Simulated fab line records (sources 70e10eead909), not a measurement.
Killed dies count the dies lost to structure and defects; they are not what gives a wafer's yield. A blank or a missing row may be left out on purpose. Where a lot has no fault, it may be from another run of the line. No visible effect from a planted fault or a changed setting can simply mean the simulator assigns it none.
Matching of chambers :: flow nand harc :: NHARC_A_M1_PRE_CLEAN_32 on pecvd-01: 3 sister chambers
The step time 12 s. 6 wafers are shown with their chamber, then 12 later ones without.

EACH WAFER AND ITS CHAMBER
wafer: L085.3
chamber: 1
heater power w (W): 567

wafer: L085.4
chamber: 2
heater power w (W): 547

wafer: L084.1
chamber: 2
heater power w (W): 541

wafer: L087.2
chamber: 0
heater power w (W): 704

wafer: L087.3
chamber: 1
heater power w (W): 689

wafer: L087.6
chamber: 0
heater power w (W): 700

WAFERS WITHOUT THEIR CHAMBER
wafer: L086.1
heater power w (W): 715

wafer: L086.2
heater power w (W): 631

wafer: L086.6
heater power w (W): 631

wafer: L091.2
heater power w (W): 689

wafer: L091.4
heater power w (W): 713

wafer: L091.6
heater power w (W): 688

wafer: L094.2
heater power w (W): 703

wafer: L094.5
heater power w (W): 696

wafer: L094.6
heater power w (W): 623

wafer: L097.3
heater power w (W): 710

wafer: L097.5
heater power w (W): 624

wafer: L097.6
heater power w (W): 723

WHICH CHAMBER EACH ONE RAN IN
wafer: L086.1
from the rows above: can't be placed: 0 or 1
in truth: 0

wafer: L086.2
from the rows above: can't be placed: 1 or 0 or 2
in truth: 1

wafer: L086.6
from the rows above: can't be placed: 1 or 0 or 2
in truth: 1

wafer: L091.2
from the rows above: can't be placed: 0 or 1
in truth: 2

wafer: L091.4
from the rows above: can't be placed: 0 or 1
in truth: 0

wafer: L091.6
from the rows above: can't be placed: 0 or 1
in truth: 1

wafer: L094.2
from the rows above: can't be placed: 0 or 1
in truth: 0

wafer: L094.5
from the rows above: can't be placed: 0 or 1
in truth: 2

wafer: L094.6
from the rows above: can't be placed: 1 or 0 or 2
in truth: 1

wafer: L097.3
from the rows above: can't be placed: 0 or 1
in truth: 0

wafer: L097.5
from the rows above: can't be placed: 1 or 0 or 2
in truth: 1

wafer: L097.6
from the rows above: can't be placed: 0 or 1
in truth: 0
Correctly placed: 0 of 12. These rows do not allow placing 12 (true chamber among the candidates in 10). 0 placed wrongly.
How it was worked out, from the rows above alone: a wafer's distance from a chamber is the root of the sum, over the readings, of the square of ((its reading less the chamber's mean) divided by the reading's scatter). The wafer belongs to the nearest chamber; if the next one is less than 2 further off, it can't be placed. For every chamber, the mean is computed from those of its wafers that are shown. The scatter is the square root of a quotient: the sum, over the shown wafers, of each reading's squared deviation from its chamber's mean, divided by wafers minus chambers.
